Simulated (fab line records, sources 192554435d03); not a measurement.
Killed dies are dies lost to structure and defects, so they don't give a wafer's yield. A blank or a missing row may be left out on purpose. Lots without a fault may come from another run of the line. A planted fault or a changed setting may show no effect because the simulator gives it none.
A struck lot beside a sound one | flow n5_finfet | 18 steps out of a route of 1938
Sound: wafers L854.1, L854.3, L854.6. Struck: wafers L856.2, L856.3, L856.5. The cause comes at the end.
At each step with rows: each side's tool, then ch and its chambers, then its first start. Under that, the readings that differ: sound wafers | struck wafers | difference of the means | sigmas: that difference in standard deviations of wafers without a fault.
alike: readings whose means differ by less than 2 such deviations, and words and numbers that are the same on both sides. not compared: withheld readings, readings that some wafer has no value for, bounds like >300 that may hide the same value, and numbers for which the record gives no deviation and whose values overlap.
The two part at a step that has a row with sigmas, a row that says differs or no value, or rows on one side only. Numbers that don't overlap but have no deviation are shown without sigmas and don't part them. A reading that every wafer of one side lacks parts them only if that side has two wafers or more.

first, 8 steps without rows for these wafers: N5_PASSIVATION_HMDS_03 (time 60 s); N5_PASSIVATION_COAT_04; N5_PASSIVATION_EBR_06; N5_PASSIVATION_SOFTBAKE_05 (time 90 s); N5_PASSIVATION_EXPOSE_07 (exposes mask TV, defocus 0 nm, target cd 3000 nm); N5_PASSIVATION_PEB_08; N5_PASSIVATION_DEVELOP_09 (develop time 60 s); N5_PASSIVATION_HARDBAKE_11 (time 120 s).
N5_PASSIVATION_CD_MEAS_10: target cd 3000 nm.
  sound on cd_sem-01 ch 0, day 15 08:31; struck on cd_sem-01 ch 0, day 16 20:26
  alike: cd_nm
N5_PASSIVATION_OVL_MEAS_60:
  sound on overlay-02 ch 0, day 15 08:32; struck on overlay-02 ch 0, day 16 20:28
  alike: TV_OVL
N5_PASSIVATION_INSPECT_61: inspects for defects (macro).
  sound on defect_inspect-01, day 15 08:34; struck on defect_inspect-01, day 16 20:29
  alike: raw_defect_count
N5_PASSIVATION_DESCUM_12: chemistry O2, time 7.9 s.
  sound on rie_diel-06 ch 0,1,3, day 15 08:40; struck on rie_diel-06 ch 0,2,3, day 16 20:50
  alike: drypump_motor_current_A, oes_product_au, rf_vpp_V, showerhead_plenum_p_Torr, throttle_valve_pct
  not compared: rf_hours_counter_h
N5_PASSIVATION_PASS_ETCH_74: etches SiNx in CF4/O2, target depth 220 nm, time 110 s.
  sound on rie_diel-06 ch 0,1,3, day 15 08:44; struck on rie_diel-06 ch 0,2,3, day 16 20:53
  reading                         | sound             | struck            | difference | sigmas
  oes_f_703_au (a.u.)             | 0.77 0.69 0.72    | 0.49 0.55 0.56    | -0.19      | -3
  rf_fwd_power_W (W)              | 527.9 534.2 531.9 | 406.4 403.7 401.6 | -127.4     | -71
  rf_vpp_V (V)                    | 238 237 243       | 274 273 273       | +34        | +11
  model.etch.depth_nm (nm)        | 230.7 220.5 215.1 | 170 179 180.4     | -46        |
  model.TV_OPEN.cd_offset_nm (nm) | -0.2 0.2 0.8      | 2.6 2.4 1.8       | +2.0       |
  alike: cf4_flow_sccm, drypump_motor_current_A, oes_o_777_au, oes_product_au, showerhead_plenum_p_Torr, throttle_valve_pct
  not compared: rf_hours_counter_h, model.coat_of_PASSIVATION_COAT_04.thk_nm
N5_PASSIVATION_VIA_ETCH_13: etches SiO2 in CHF3/O2, target depth 660 nm, time 330 s.
  sound on rie_diel-06 ch 0,1,3, day 15 08:49; struck on rie_diel-06 ch 0,2,3, day 16 20:59
  alike: CHF3_flow_sccm, drypump_motor_current_A, etch_rf_on_time_s, oes_f_703_au, oes_o_777_au, oes_product_au, rf_fwd_power_W, rf_vpp_V, showerhead_plenum_p_Torr, throttle_valve_pct
  not compared: rf_hours_counter_h, model.coat_of_PASSIVATION_COAT_04.thk_nm
N5_PASSIVATION_STRIP_14: strips in O2.
  sound on rie_diel-06 ch 0,1,3, day 15 09:01; struck on rie_diel-06 ch 0,2,3, day 16 21:11
  alike: drypump_motor_current_A, oes_product_au, rf_vpp_V, showerhead_plenum_p_Torr, throttle_valve_pct
  not compared: rf_hours_counter_h
N5_PASSIVATION_ETCH_15: etches SiCN in CF4/N2, target depth 75 nm, time 81.2 s.
  sound on rie_diel-06 ch 0,1,3; struck on rie_diel-06 ch 0,2,3
  reading                         | sound       | struck      | difference | sigmas
  model.TV_OPEN.cd_offset_nm (nm) | 1.6 2.2 2.4 | 4.8 4.8 3.4 | +2.3       |
  alike: cf4_flow_sccm, drypump_motor_current_A, oes_product_au, rf_fwd_power_W, rf_vpp_V, showerhead_plenum_p_Torr, throttle_valve_pct
  not compared: rf_hours_counter_h
then, 1 step without rows for these wafers: N5_PASSIVATION_STRIP_73 (strips in post etch residue remover, time 60 s).
N5_PASSIVATION_PROBE_49:
  sound on prober-02, day 15 14:56; struck on prober-02, day 17 03:29
  reading         | sound    | struck | difference | sigmas
  killed_at_M4_up | 16 23 21 | 9 5 9  | -12        | -2
  alike: defect_limited_yield, killed_at_M0_to_M3, killed_at_contacts, killed_at_front_end, killed_at_other, killed_dies, killed_open, killed_short, sort_bin_5_function, sort_bin_6_memory, sort_n_pass, sort_yield_pct

WHERE THEY PART
First at N5_PASSIVATION_PASS_ETCH_74; last, within this record, at N5_PASSIVATION_PROBE_49.

WHY: what the simulator had put in
Process parameter drift: rie_diel-06, from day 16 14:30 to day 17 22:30, at N5_PASSIVATION_PASS_ETCH_74. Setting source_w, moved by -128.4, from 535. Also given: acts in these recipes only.
